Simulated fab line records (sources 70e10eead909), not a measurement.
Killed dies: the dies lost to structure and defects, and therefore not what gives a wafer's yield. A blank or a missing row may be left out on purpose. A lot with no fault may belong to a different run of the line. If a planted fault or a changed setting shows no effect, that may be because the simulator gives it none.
Matching of chambers / flow nand_harc / rie_diel-06 running NHARC_A_CHANNEL_HOLE_D1_DESCUM_15: 4 sister chambers
The step chemistry O2, time 3 s. 7 wafers are shown with their chamber, then 10 later ones without.

WAFERS, EACH WITH ITS CHAMBER
wafer=L083.1; chamber=0; oes_product_au (a.u.)=1.027; rf_vpp_V (V)=58.0
wafer=L083.5; chamber=3; oes_product_au (a.u.)=1.001; rf_vpp_V (V)=56.6
wafer=L084.4; chamber=1; oes_product_au (a.u.)=0.993; rf_vpp_V (V)=57.4
wafer=L084.5; chamber=1; oes_product_au (a.u.)=1.004; rf_vpp_V (V)=56.2
wafer=L084.6; chamber=2; oes_product_au (a.u.)=1.002; rf_vpp_V (V)=56.7
wafer=L088.2; chamber=2; oes_product_au (a.u.)=0.990; rf_vpp_V (V)=57.1
wafer=L088.3; chamber=3; oes_product_au (a.u.)=0.991; rf_vpp_V (V)=57.8

WAFERS WITHOUT THEIR CHAMBER
wafer=L088.4; oes_product_au (a.u.)=1.011; rf_vpp_V (V)=59.3
wafer=L090.1; oes_product_au (a.u.)=1.002; rf_vpp_V (V)=58.8
wafer=L090.5; oes_product_au (a.u.)=0.998; rf_vpp_V (V)=59.6
wafer=L090.6; oes_product_au (a.u.)=1.002; rf_vpp_V (V)=58.6
wafer=L093.1; oes_product_au (a.u.)=0.998; rf_vpp_V (V)=58.6
wafer=L093.4; oes_product_au (a.u.)=1.006; rf_vpp_V (V)=58.1
wafer=L093.6; oes_product_au (a.u.)=1.008; rf_vpp_V (V)=58.8
wafer=L097.3; oes_product_au (a.u.)=0.991; rf_vpp_V (V)=58.0
wafer=L097.5; oes_product_au (a.u.)=0.993; rf_vpp_V (V)=59.3
wafer=L097.6; oes_product_au (a.u.)=0.999; rf_vpp_V (V)=57.9

THE CHAMBER EACH PASSED THROUGH
wafer=L088.4; from the rows above=can't be placed: 0 or 3 or 1 or 2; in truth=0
wafer=L090.1; from the rows above=can't be placed: 3 or 2 or 1 or 0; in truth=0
wafer=L090.5; from the rows above=can't be placed: 3 or 2 or 1 or 0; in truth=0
wafer=L090.6; from the rows above=can't be placed: 3 or 2 or 1 or 0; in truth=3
wafer=L093.1; from the rows above=can't be placed: 3 or 2 or 1 or 0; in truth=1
wafer=L093.4; from the rows above=can't be placed: 3 or 1 or 2 or 0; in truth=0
wafer=L093.6; from the rows above=can't be placed: 0 or 3 or 1 or 2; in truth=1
wafer=L097.3; from the rows above=can't be placed: 3 or 2 or 1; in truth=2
wafer=L097.5; from the rows above=can't be placed: 3 or 2 or 1 or 0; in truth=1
wafer=L097.6; from the rows above=can't be placed: 3 or 2 or 1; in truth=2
Correctly placed: 0 of 10. These rows do not allow placing 10 (true chamber among the candidates in 10). Number placed wrongly: 0.
How it was worked out, from the rows above alone: a wafer's distance from a chamber is the root of the sum, over the readings, of the square of ((its reading less the chamber's mean) divided by the reading's scatter). If the next closest chamber is less than 2 further off than the closest, the wafer can't be placed; otherwise it belongs to the closest. The mean given for a chamber averages the wafers shown for that chamber. How the scatter is found: for the shown wafers, subtract from each reading the mean of its chamber, square and add these, divide the total by (wafers less chambers), then take the root.
